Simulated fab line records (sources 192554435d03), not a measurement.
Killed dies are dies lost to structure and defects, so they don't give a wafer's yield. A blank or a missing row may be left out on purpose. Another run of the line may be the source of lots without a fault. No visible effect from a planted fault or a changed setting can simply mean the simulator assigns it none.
Matching of chambers / flow n5_finfet / N5_BEOL_M0_SAQP_HM_DEP_111 on pecvd-03: 3 sister chambers
The step deposits SiO2 from SiH4/N2O, target thk 12 nm, time 7.2 s. 14 wafers are shown with their chamber, then 7 later ones without.

WAFERS, EACH WITH ITS CHAMBER
wafer=L395.2; chamber=0; showerhead_plenum_p_Torr (Torr)=8.34; showerhead_vpp_V (V)=1077; heater_power_w (W)=757
wafer=L395.4; chamber=1; showerhead_plenum_p_Torr (Torr)=8.00; showerhead_vpp_V (V)=980; heater_power_w (W)=802
wafer=L395.6; chamber=2; showerhead_plenum_p_Torr (Torr)=8.01; showerhead_vpp_V (V)=978; heater_power_w (W)=811
wafer=L407.2; chamber=0; showerhead_plenum_p_Torr (Torr)=8.33; showerhead_vpp_V (V)=1090; heater_power_w (W)=771
wafer=L407.5; chamber=0; showerhead_plenum_p_Torr (Torr)=8.34; showerhead_vpp_V (V)=1054; heater_power_w (W)=780
wafer=L407.6; chamber=2; showerhead_plenum_p_Torr (Torr)=8.02; showerhead_vpp_V (V)=982; heater_power_w (W)=760
wafer=L408.1; chamber=1; showerhead_plenum_p_Torr (Torr)=7.96; showerhead_vpp_V (V)=1001; heater_power_w (W)=719
wafer=L408.2; chamber=2; showerhead_plenum_p_Torr (Torr)=8.01; showerhead_vpp_V (V)=982; heater_power_w (W)=806
wafer=L408.4; chamber=2; showerhead_plenum_p_Torr (Torr)=8.01; showerhead_vpp_V (V)=988; heater_power_w (W)=795
wafer=L409.3; chamber=0; showerhead_plenum_p_Torr (Torr)=8.33; showerhead_vpp_V (V)=1040; heater_power_w (W)=760
wafer=L409.4; chamber=2; showerhead_plenum_p_Torr (Torr)=8.02; showerhead_vpp_V (V)=978; heater_power_w (W)=893
wafer=L409.6; chamber=2; showerhead_plenum_p_Torr (Torr)=7.99; showerhead_vpp_V (V)=989; heater_power_w (W)=858
wafer=L412.2; chamber=0; showerhead_plenum_p_Torr (Torr)=8.33; showerhead_vpp_V (V)=1069; heater_power_w (W)=720
wafer=L412.3; chamber=2; showerhead_plenum_p_Torr (Torr)=8.02; showerhead_vpp_V (V)=983; heater_power_w (W)=823

SIGNATURES (means of the wafers above)
reading=showerhead_plenum_p_Torr; chamber 0=8.3340; chamber 1=7.9800; chamber 2=8.0114; scatter within a chamber=0.0121
reading=showerhead_vpp_V; chamber 0=1066.00; chamber 1=990.50; chamber 2=982.86; scatter within a chamber=13
reading=heater_power_w; chamber 0=757.60; chamber 1=760.50; chamber 2=820.86; scatter within a chamber=39.1
Rule: for a wafer and a chamber, the distance is found by dividing, reading by reading, the gap between the wafer's reading and the chamber's mean by the reading's scatter, squaring, summing and taking the root. The wafer belongs to the nearest chamber; if the next one is less than 2 further off, it can't be placed. The scatter: take each reading less its chamber's mean, square it, sum over the shown wafers, divide by the number of wafers less the number of chambers, and take the root.

WAFERS WITH NO CHAMBER GIVEN
wafer=L412.6; showerhead_plenum_p_Torr (Torr)=8.01; showerhead_vpp_V (V)=988; heater_power_w (W)=855
wafer=L414.1; showerhead_plenum_p_Torr (Torr)=7.98; showerhead_vpp_V (V)=987; heater_power_w (W)=758
wafer=L414.2; showerhead_plenum_p_Torr (Torr)=8.00; showerhead_vpp_V (V)=1000; heater_power_w (W)=787
wafer=L414.6; showerhead_plenum_p_Torr (Torr)=7.99; showerhead_vpp_V (V)=964; heater_power_w (W)=728
wafer=L416.4; showerhead_plenum_p_Torr (Torr)=8.31; showerhead_vpp_V (V)=1070; heater_power_w (W)=692
wafer=L416.5; showerhead_plenum_p_Torr (Torr)=8.00; showerhead_vpp_V (V)=975; heater_power_w (W)=788
wafer=L416.6; showerhead_plenum_p_Torr (Torr)=7.97; showerhead_vpp_V (V)=992; heater_power_w (W)=711

WHICH CHAMBER EACH WENT THROUGH
wafer=L412.6; from the rows above=2; in truth=2
wafer=L414.1; from the rows above=1; in truth=1
wafer=L414.2; from the rows above=can't be placed: 2 or 1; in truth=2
wafer=L414.6; from the rows above=can't be placed: 1 or 2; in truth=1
wafer=L416.4; from the rows above=0; in truth=0
wafer=L416.5; from the rows above=can't be placed: 2 or 1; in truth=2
wafer=L416.6; from the rows above=1; in truth=1
4 of 7 placed correctly. These rows do not allow placing 3 (true chamber among the candidates in 3). Wrongly placed: 0.
